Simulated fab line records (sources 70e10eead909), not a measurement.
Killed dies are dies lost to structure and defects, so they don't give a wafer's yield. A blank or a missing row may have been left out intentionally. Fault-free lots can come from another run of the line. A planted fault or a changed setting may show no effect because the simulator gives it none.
fab line records ; flow nand_harc
record: lots: 14; wafers: 42; last_day: 33
route steps=1302 shown A_CONTACT@1103 A_BLC@1117
lots with no fault: from the same line, run without faults
start_h: the number of hours between the record's first day and the start of the first shown wafer of the lot ; wait_h: how many hours have passed since the lot's step before this one ; " as in the row above ; L1.1+2: several wafers, shown together as one row ; - value missing, or start not given ; * or withheld: withheld ; < > ~ a bound
route shown NAME@n: a module of which the file shows steps, and the number in the route of the first ; usual: average and standard deviation across the fault-free wafers ; same: alike in all rows ; chamber/n: place in a boat ; sites: each site's reading ; _std_site: standard deviation of those values ; _edge_site: inner sites' mean taken away from outer sites' mean ; radius_mm: how far each site lies from the wafer's centre ; mask NAME#n: copy n ; behind: tool/chamber where the wafer was last shaped ; hold: the reason the lot was held/the length of the hold in hours/how it ended ; device: the n, p or np transistor that did not switch ; end of line: the same wafers' tests at the end of the route ; a step without rows: its recipe alone ; killed: dies lost to structure and defects at the first sort, not the wafer's yield ; map: dies across one wafer; x = killed, . = not, _ = none there
set.NAME: setting as actually run; set.NAME@STEP: the setting as run at that earlier step ; model.NAME: the simulator's own value behind a step, which no gauge read
route steps across a sampled set of lots; one table per step, one row per wafer
services: when a tool's chamber went out of use (start_h, in hours from the record's first day, below 0 if earlier), for how many hours, and the reason
== steps ==
step: NHARC_A_CONTACT_CMP_20
recipe: t_overpolish_s: 30; target_thk_nm: 300
usual: edge_zone_pressure_frac: 1.000/0.0051; motor_current_A: 11.9/1.2; overpolish_run_s: 30.001/0.0092; slurry_filter_dp_kPa: 13.50/0.15; slurry_flow_ml_min: 150.0/0.41; time_to_endpoint_s: 61/5.1
lot.wafer;tool;chamber;start_h;wait_h;edge_zone_pressure_frac;motor_current_A;overpolish_run_s;slurry_filter_dp_kPa;slurry_flow_ml_min;time_to_endpoint_s
L929.2;cmp-04;1;511.17;0.8;0.998;10.1;30.004;13.67;150.0;50
L929.1;cmp-04;3;511.17;0.8;0.997;11.6;29.997;13.58;150.3;55
L929.5;cmp-04;1;511.17;0.8;0.994;10.3;29.991;13.61;149.5;51
L931.1;cmp-01;0;526.93;0.8;0.995;14.3;30.016;13.63;148.8;58
L931.3;cmp-01;1;526.93;0.8;0.993;12.3;30.006;13.49;150.6;67
L931.6;cmp-01;3;526.93;0.8;0.994;11.4;30.014;13.30;150.1;58
L930.2;cmp-04;3;527.98;0.7;0.997;11.7;29.996;13.60;149.7;55
L930.1;cmp-04;0;527.98;0.7;1.003;11.5;29.980;13.38;149.6;63
L930.5;cmp-04;3;527.98;0.7;0.997;11.4;30.004;13.38;150.0;54
L932.2;cmp-04;3;550.00;0.8;1.002;11.3;30.018;13.62;150.1;59
L932.1;cmp-04;0;550.00;0.8;0.997;11.7;29.980;13.44;149.1;60
L932.5;cmp-04;0;550.00;0.8;0.999;11.5;30.005;13.46;149.8;61
L941.4;cmp-04;1;631.18;0.6;1.010;9.6;29.987;13.40;150.1;47
L941.2;cmp-04;2;631.18;0.6;0.999;10.8;30.003;13.62;150.0;60
L941.6;cmp-04;3;631.18;0.6;1.000;12.1;30.003;13.28;150.4;55
L943.3;cmp-04;0;660.29;0.6;1.003;11.6;30.019;13.41;150.5;66
L943.6;cmp-04;3;660.29;0.6;0.995;11.0;30.015;13.83;149.4;60
L943.5;cmp-04;0;660.29;0.6;0.998;11.8;29.999;13.38;150.0;64
L944.4;cmp-04;1;662.58;0.4;0.995;10.1;29.993;13.60;149.1;50
L944.2;cmp-04;2;662.58;0.4;1.000;11.2;30.009;13.49;149.7;60
L944.5;cmp-04;2;662.58;0.4;1.004;11.3;29.989;13.71;149.7;61
L946.2;cmp-04;1;682.83;0.6;1.004;9.9;29.999;13.55;150.1;58
L946.3;cmp-04;3;682.83;0.6;1.003;11.3;29.989;13.40;149.3;58
L946.6;cmp-04;1;682.83;0.6;0.996;9.8;29.998;13.83;150.2;57
L945.1;cmp-03;3;683.02;0.8;0.993;11.5;29.992;13.52;150.3;64
L945.2;cmp-03;0;683.02;0.8;1.008;12.9;29.993;13.62;150.4;58
L945.3;cmp-03;1;683.02;0.8;1.000;12.6;29.997;13.58;150.7;63
L948.3;cmp-03;2;700.00;0.6;1.003;13.4;29.998;13.52;149.6;65
L948.5;cmp-03;0;700.00;0.6;1.013;12.8;29.997;13.57;149.2;58
L948.6;cmp-03;1;700.00;0.6;0.999;13.8;30.008;13.26;150.1;66
L949.1;cmp-03;0;709.03;0.8;0.996;12.4;29.987;13.42;149.7;59
L949.4;cmp-03;1;709.03;0.8;1.000;13.2;29.990;13.70;149.6;65
L949.5;cmp-03;3;709.03;0.8;0.998;10.4;29.998;13.41;149.9;64
L950.4;cmp-04;2;729.93;0.6;1.011;11.3;29.989;13.85;149.3;61
L950.1;cmp-04;3;729.93;0.6;0.999;11.6;30.014;13.44;150.2;60
L950.5;cmp-04;1;729.93;0.6;1.006;9.7;30.006;13.72;150.4;53
L951.4;cmp-01;3;731.68;0.6;1.002;11.3;29.996;13.25;150.1;63
L951.6;cmp-01;0;731.68;0.6;1.002;13.6;29.976;13.41;151.0;64
L951.5;cmp-01;1;731.68;0.6;0.996;12.1;30.008;13.64;150.0;70
L952.1;cmp-01;2;754.32;0.7;0.998;11.2;30.025;13.50;149.8;61
L952.4;cmp-01;3;754.32;0.7;1.007;11.4;30.010;13.47;149.8;60
L952.3;cmp-01;0;754.32;0.7;1.008;13.5;30.006;13.65;150.1;63
step: NHARC_A_BLC_CD_MEAS_10
recipe: target_cd_nm: 100; landing_energy_ev: 500
usual: cd_nm: 99.7/0.72
lot.wafer;tool;chamber;start_h;wait_h;cd_nm
L929.1;cd_sem-01;0;512.05;-;100.4
L929.2;cd_sem-01;0;512.05;-;100.1
L929.5;cd_sem-01;0;512.05;-;100.5
L931.1;cd_sem-02;0;527.83;-;99.8
L931.3;cd_sem-02;0;527.83;-;99.8
L931.6;cd_sem-02;0;527.83;-;100.5
L930.1;cd_sem-03;0;528.89;-;99.4
L930.2;cd_sem-03;0;528.89;-;99.2
L930.5;cd_sem-03;0;528.89;-;99.7
L932.1;cd_sem-02;0;550.91;-;100.3
L932.2;cd_sem-02;0;550.91;-;99.0
L932.5;cd_sem-02;0;550.91;-;99.8
L941.2;cd_sem-03;0;631.92;-;99.0
L941.4;cd_sem-03;0;631.92;-;99.7
L941.6;cd_sem-03;0;631.92;-;98.6
L943.3;cd_sem-01;0;661.06;-;101.0
L943.5;cd_sem-01;0;661.06;-;99.9
L943.6;cd_sem-01;0;661.06;-;99.3
L944.2;cd_sem-02;0;663.50;-;100.0
L944.4;cd_sem-02;0;663.50;-;99.3
L944.5;cd_sem-02;0;663.50;-;99.9
L946.2;cd_sem-02;0;683.62;-;100.4
L946.3;cd_sem-02;0;683.62;-;99.6
L946.6;cd_sem-02;0;683.62;-;99.5
L945.1;cd_sem-03;0;683.90;-;100.1
L945.2;cd_sem-03;0;683.90;-;100.1
L945.3;cd_sem-03;0;683.90;-;98.9
L948.3;cd_sem-02;0;700.89;-;100.3
L948.5;cd_sem-02;0;700.89;-;100.7
L948.6;cd_sem-02;0;700.89;-;100.9
L949.1;cd_sem-03;0;709.76;-;98.9
L949.4;cd_sem-03;0;709.76;-;100.6
L949.5;cd_sem-03;0;709.76;-;100.9
L950.1;cd_sem-03;0;730.66;-;99.3
L950.4;cd_sem-03;0;730.66;-;99.3
L950.5;cd_sem-03;0;730.66;-;99.9
L951.4;cd_sem-03;0;732.52;-;99.2
L951.5;cd_sem-03;0;732.52;-;98.6
L951.6;cd_sem-03;0;732.52;-;99.6
L952.1;cd_sem-01;0;755.21;-;100.5
L952.3;cd_sem-01;0;755.21;-;99.8
L952.4;cd_sem-01;0;755.21;-;99.8
step: NHARC_A_BLC_INSPECT_12
usual: raw_defect_count: 84/35
lot.wafer;tool;chamber;start_h;wait_h;raw_defect_count
L929.1;defect_inspect-02;-;512.19;0.1;90
L929.2;defect_inspect-02;-;512.19;0.1;73
L929.5;defect_inspect-02;-;512.19;0.1;65
L931.1;defect_inspect-01;-;527.95;0.0;43
L931.3;defect_inspect-01;-;527.95;0.0;58
L931.6;defect_inspect-01;-;527.95;0.0;62
L930.1;defect_inspect-02;-;529.01;0.0;73
L930.2;defect_inspect-02;-;529.01;0.0;72
L930.5;defect_inspect-02;-;529.01;0.0;75
L932.1;defect_inspect-01;-;551.03;0.0;121
L932.2;defect_inspect-01;-;551.03;0.0;101
L932.5;defect_inspect-01;-;551.03;0.0;86
L941.2;defect_inspect-01;-;632.04;0.0;88
L941.4;defect_inspect-01;-;632.04;0.0;91
L941.6;defect_inspect-01;-;632.04;0.0;84
L943.3;defect_inspect-02;-;661.18;0.0;68
L943.5;defect_inspect-02;-;661.18;0.0;63
L943.6;defect_inspect-02;-;661.18;0.0;59
L944.2;defect_inspect-02;-;663.62;0.0;106
L944.4;defect_inspect-02;-;663.62;0.0;99
L944.5;defect_inspect-02;-;663.62;0.0;100
L946.2;defect_inspect-02;-;683.74;0.0;105
L946.3;defect_inspect-02;-;683.74;0.0;95
L946.6;defect_inspect-02;-;683.74;0.0;121
L945.1;defect_inspect-02;-;684.03;0.0;96
L945.2;defect_inspect-02;-;684.03;0.0;79
L945.3;defect_inspect-02;-;684.03;0.0;73
L948.3;defect_inspect-02;-;701.01;0.0;129
L948.5;defect_inspect-02;-;701.01;0.0;119
L948.6;defect_inspect-02;-;701.01;0.0;149
L949.1;defect_inspect-02;-;709.89;0.0;84
L949.4;defect_inspect-02;-;709.89;0.0;73
L949.5;defect_inspect-02;-;709.89;0.0;76
L950.1;defect_inspect-01;-;730.78;0.0;42
L950.4;defect_inspect-01;-;730.78;0.0;47
L950.5;defect_inspect-01;-;730.78;0.0;45
L951.4;defect_inspect-02;-;732.64;0.0;125
L951.5;defect_inspect-02;-;732.64;0.0;114
L951.6;defect_inspect-02;-;732.64;0.0;120
L952.1;defect_inspect-01;-;755.34;0.0;59
L952.3;defect_inspect-01;-;755.34;0.0;68
L952.4;defect_inspect-01;-;755.34;0.0;53
step: NHARC_A_BLC_CVD_24
recipe: target_thk_a: 1500; temp_c: 300; pressure_torr: 40; wf6_flow_sccm: 40; h2_flow_sccm: 1600; ar_flow_sccm: 1560; time_s: 434; material: W
usual: heater_power_w: 462/18; throttle_valve_pct: 7.8/0.42
lot.wafer;tool;chamber;start_h;wait_h;heater_power_w;since_wet_clean_h;throttle_valve_pct
L929.1;cvd_w-02;1;514.44;-;459;52;8.1
L929.2;cvd_w-02;0;514.44;-;463;52;7.1
L929.5;cvd_w-02;0;514.44;-;465;-;7.5
L929.1;cvd_w-02;1;515.13;0.6;457;-;7.9
L929.2;cvd_w-02;0;515.13;0.6;457;-;7.3
L929.5;cvd_w-02;0;515.13;0.6;455;-;7.1
L931.1;cvd_w-02;0;530.11;-;468;67;7.3
L931.3;cvd_w-02;1;530.11;-;454;-;8.2
L931.6;cvd_w-02;1;530.11;-;451;-;8.0
L931.1;cvd_w-02;0;530.82;0.6;465;-;7.5
L931.3;cvd_w-02;1;530.82;0.6;464;-;8.0
L931.6;cvd_w-02;1;530.82;0.6;454;-;7.8
L930.2;cvd_w-01;0;531.08;-;447;152;8.4
L930.1;cvd_w-01;1;531.08;-;484;152;7.5
L930.5;cvd_w-01;0;531.08;-;446;-;8.3
L932.1;cvd_w-02;1;553.11;-;460;90;8.0
L932.2;cvd_w-02;0;553.11;-;465;90;7.4
L932.5;cvd_w-02;1;553.11;-;457;-;7.9
L941.2;cvd_w-01;1;634.38;-;484;74;7.6
L941.4;cvd_w-01;1;634.38;-;465;-;7.8
L941.6;cvd_w-01;1;634.38;-;459;-;7.7
L943.3;cvd_w-01;0;663.63;-;490;-;8.5
L943.6;cvd_w-01;0;663.63;-;496;-;8.1
L943.5;cvd_w-01;1;663.63;-;472;-;7.6
L944.2;cvd_w-01;0;665.87;-;496;106;8.2
L944.4;cvd_w-01;1;665.87;-;461;-;8.0
L944.5;cvd_w-01;0;665.87;-;500;-;8.2
L946.2;cvd_w-02;0;685.81;-;463;42;7.3
L946.3;cvd_w-02;0;685.81;-;468;-;7.3
L946.6;cvd_w-02;1;685.81;-;439;-;8.1
L945.2;cvd_w-02;1;686.24;-;437;42;8.2
L945.1;cvd_w-02;0;686.24;-;453;42;7.2
L945.3;cvd_w-02;0;686.24;-;452;-;7.4
L948.3;cvd_w-01;1;703.52;-;471;-;7.6
L948.5;cvd_w-01;0;703.52;-;490;-;8.2
L948.6;cvd_w-01;1;703.52;-;476;-;7.6
L949.1;cvd_w-02;0;712.04;-;456;68;7.4
L949.4;cvd_w-02;1;712.04;-;443;-;8.1
L949.5;cvd_w-02;1;712.04;-;436;-;8.2
L950.1;cvd_w-02;1;732.92;-;449;89;8.5
L950.4;cvd_w-02;1;732.92;-;435;-;8.2
L950.5;cvd_w-02;0;732.92;-;454;-;7.4
L951.4;cvd_w-02;0;734.92;-;461;-;7.5
L951.6;cvd_w-02;1;734.92;-;441;-;8.3
L951.5;cvd_w-02;0;734.92;-;465;-;7.5
L952.1;cvd_w-02;0;757.70;-;471;114;7.0
L952.4;cvd_w-02;1;757.70;-;437;-;8.3
L952.3;cvd_w-02;0;757.70;-;450;-;7.4
step: NHARC_A_BLC_CMP_25
recipe: t_overpolish_s: 30; target_thk_nm: 150
usual: edge_zone_pressure_frac: 1.000/0.0049; motor_current_A: 11.6/1; overpolish_run_s: 29.999/0.0092; slurry_filter_dp_kPa: 13.49/0.13; slurry_flow_ml_min: 150.0/0.52; time_to_endpoint_s: 29/3.8
lot.wafer;tool;chamber;start_h;wait_h;edge_zone_pressure_frac;motor_current_A;overpolish_run_s;slurry_filter_dp_kPa;slurry_flow_ml_min;time_to_endpoint_s
L929.1;cmp-04;3;515.72;0.5;0.999;11.1;29.993;13.41;149.9;59
L929.2;cmp-04;2;515.72;0.5;0.998;11.1;29.995;13.71;150.6;60
L929.5;cmp-04;3;515.72;0.5;1.004;11.7;30.002;13.34;148.9;57
L931.1;cmp-01;0;531.32;0.4;1.001;13.2;30.003;13.61;150.2;57
L931.3;cmp-01;2;531.32;0.4;1.004;10.2;30.017;13.33;150.7;60
L931.6;cmp-01;0;531.32;0.4;0.994;13.2;30.000;13.62;150.5;54
L930.1;cmp-01;3;531.64;0.4;1.002;11.7;29.985;13.54;149.0;29
L930.2;cmp-01;1;531.64;0.4;0.996;12.1;29.987;13.54;150.5;35
L930.5;cmp-01;2;531.64;0.4;1.003;11.6;30.004;13.63;150.3;30
L932.1;cmp-01;1;553.66;0.5;1.004;12.5;30.010;13.48;149.5;37
L932.2;cmp-01;3;553.66;0.5;1.000;11.0;29.984;13.25;149.4;27
L932.5;cmp-01;0;553.66;0.5;0.996;14.0;29.995;13.34;149.7;30
L941.4;cmp-01;1;634.86;0.3;1.007;13.5;29.989;13.56;149.9;33
L941.2;cmp-01;3;634.86;0.3;1.000;11.4;30.007;13.40;149.0;23
L941.6;cmp-01;0;634.86;0.3;0.988;13.1;29.994;13.55;150.2;21
L943.3;cmp-04;1;664.01;0.3;0.998;10.2;29.994;13.55;150.7;23
L943.6;cmp-04;1;664.01;0.3;1.002;10.1;30.003;13.56;150.1;23
L943.5;cmp-04;2;664.01;0.3;1.001;10.9;30.006;13.59;149.6;32
L944.4;cmp-01;0;666.43;0.3;0.998;14.1;29.988;13.42;150.1;26
L944.2;cmp-01;1;666.43;0.3;1.003;12.4;29.998;13.63;150.2;35
L944.5;cmp-01;3;666.43;0.3;1.003;10.9;29.996;13.30;150.1;24
L946.2;cmp-04;0;686.36;0.5;1.005;11.5;29.997;13.38;149.9;35
L946.3;cmp-04;2;686.36;0.5;0.999;11.2;29.996;13.47;149.9;33
L946.6;cmp-04;3;686.36;0.5;1.001;12.1;30.006;13.56;150.5;26
L945.2;cmp-02;2;686.77;0.5;0.994;12.3;30.011;13.61;149.8;34
L945.1;cmp-02;0;686.77;0.5;1.005;12.3;29.991;13.56;150.1;32
L945.3;cmp-02;1;686.77;0.5;0.998;11.7;30.011;13.45;150.4;29
L948.3;cmp-01;1;703.91;0.3;0.997;11.8;30.007;13.79;150.4;38
L948.6;cmp-01;2;703.91;0.3;1.005;10.7;29.988;13.27;149.8;32
L948.5;cmp-01;3;703.91;0.3;0.994;11.6;29.990;13.49;150.0;30
L949.1;cmp-02;2;712.52;0.4;0.995;12.7;29.995;13.44;150.0;34
L949.4;cmp-02;0;712.52;0.4;1.005;13.1;29.987;13.53;149.4;30
L949.5;cmp-02;2;712.52;0.4;1.005;11.6;29.989;13.61;149.7;36
L950.4;cmp-04;0;733.42;0.3;1.008;11.9;29.992;13.68;150.0;32
L950.1;cmp-04;1;733.42;0.3;1.002;10.0;29.984;13.17;150.9;25
L950.5;cmp-04;0;733.42;0.3;1.010;11.4;29.996;13.55;149.4;32
L951.4;cmp-04;2;735.28;0.3;0.988;11.0;30.003;13.43;149.5;30
L951.5;cmp-04;0;735.28;0.3;0.995;11.3;30.001;13.27;150.1;35
L951.6;cmp-04;1;735.28;0.3;1.001;9.4;30.004;13.61;149.4;23
L952.1;cmp-04;3;758.16;0.4;1.002;11.3;29.991;13.59;150.8;31
L952.4;cmp-04;1;758.16;0.4;1.000;9.9;29.997;13.51;151.1;25
L952.3;cmp-04;2;758.16;0.4;0.998;11.8;30.014;13.35;149.4;33
== services ==
tool;chamber;start_h;hours;kind
cmp-04;-;503.08;4.0;pm
cmp-01;-;512.61;1.2;repair
cmp-02;-;528.39;4.0;pm
cmp-03;-;541.63;3.1;repair
cvd_w-01;-;547.00;13.0;pm
cmp-03;-;554.37;4.0;pm
cvd_w-01;1;569.89;21.2;repair
cmp-04;-;574.04;0.9;repair
cmp-01;-;577.50;4.0;pm
cmp-04;-;597.14;0.9;repair
cmp-04;-;601.08;4.0;pm
cmp-03;-;624.30;2.3;repair
cvd_w-02;-;631.00;13.0;pm
cmp-03;-;638.98;0.4;repair
cmp-03;-;652.37;4.0;pm
cmp-01;-;675.50;4.0;pm
cmp-04;-;691.07;0.7;repair
cmp-03;-;693.22;3.1;repair
cmp-04;-;699.08;4.0;pm
cmp-01;-;704.39;0.7;repair
cmp-03;-;706.24;2.2;repair
cvd_w-01;-;728.00;13.0;pm
cmp-03;-;740.40;5.7;repair
cmp-03;-;750.37;4.0;pm
== key ==
first_sign: step: NHARC_A_BLC_CVD_24; reading: visit; direction: added
effect: step: NHARC_A_BLC_CMP_25; reading: time_to_endpoint_s; direction: up; sigmas: 7.5; usual: *; struck: *
met_at NHARC_A_BLC_CVD_24
struck_lots L929,L931
sort_left_out L929.1,L929.2,L929.5,L931.1,L931.3,L931.6
tester_left_out L929,L931
not_acting_at NHARC_A_CONTACT_CMP_20,NHARC_A_BLC_CD_MEAS_10,NHARC_A_BLC_INSPECT_12
fault: kind: repeated_step_whole; tool: cvd_w-01,cvd_w-02; chamber: -; onset_h: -; steps: NHARC_A_BLC_CVD_24; times: 1; scope: struck_lots_only
tester_left_out: of these lots the tester's yield and bins aren't shown, on N5 and GAA mostly nor the transistor test; their killed dies are dies lost to structure and defects alone, not to doping, threshold or leakage, so they don't give the yield
sort_left_out: the simulated sort isn't trusted on such a fault, so these wafers' sort isn't shown, and their yield isn't known
